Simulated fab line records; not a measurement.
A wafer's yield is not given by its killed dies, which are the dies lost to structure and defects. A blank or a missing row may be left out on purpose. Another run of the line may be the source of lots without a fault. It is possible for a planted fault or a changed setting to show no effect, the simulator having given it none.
Chamber matching -- flow nandHarc -- NHARC_P_M0_DEP_32 on pecvd-03 has 3 sister chambers
The step deposits SiCN, target thk 30 nm. 14 wafers are shown with their chamber, then 7 later ones without.

WAFERS WITH THEIR CHAMBER
wafer,chamber,heaterPowerW (W)
L075.1,1,601
L075.3,0,685
L075.4,0,704
L077.3,2,481
L077.5,1,563
L077.6,2,496
L088.1,0,652
L088.2,1,606
L088.5,2,516
L088.3,2,502
L088.4,0,648
L088.6,1,612
L089.3,2,502
L089.4,1,596

SIGNATURES (averages over the wafers above)
reading,chamber 0,chamber 1,chamber 2,scatter within a chamber
heaterPowerW,672.25,595.60,499.40,19.7
Rule: a wafer's distance from a chamber is the root of the sum, over the readings, of the square of ((its reading less the chamber's mean) divided by the reading's scatter). If the next closest chamber is less than 2 further off than the closest, the wafer can't be placed; otherwise it belongs to the closest. The scatter is the square root of a quotient: the sum, over the shown wafers, of each reading's squared deviation from its chamber's mean, divided by wafers minus chambers.

WAFERS MISSING THEIR CHAMBER
wafer,heaterPowerW (W)
L089.5,511
L092.3,535
L092.4,695
L092.5,550
L093.2,554
L093.3,681
L093.4,686

EACH ONE'S CHAMBER
wafer,from the rows above,in truth
L089.5,2,2
L092.3,can't be placed: 2 or 1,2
L092.4,0,0
L092.5,can't be placed: 1 or 2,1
L093.2,can't be placed: 1 or 2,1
L093.3,0,0
L093.4,0,0
Correctly placed: 4 of 7. From these rows, 3 cannot be placed; in 3 the true chamber is one of the candidates. Placed wrongly: 0.
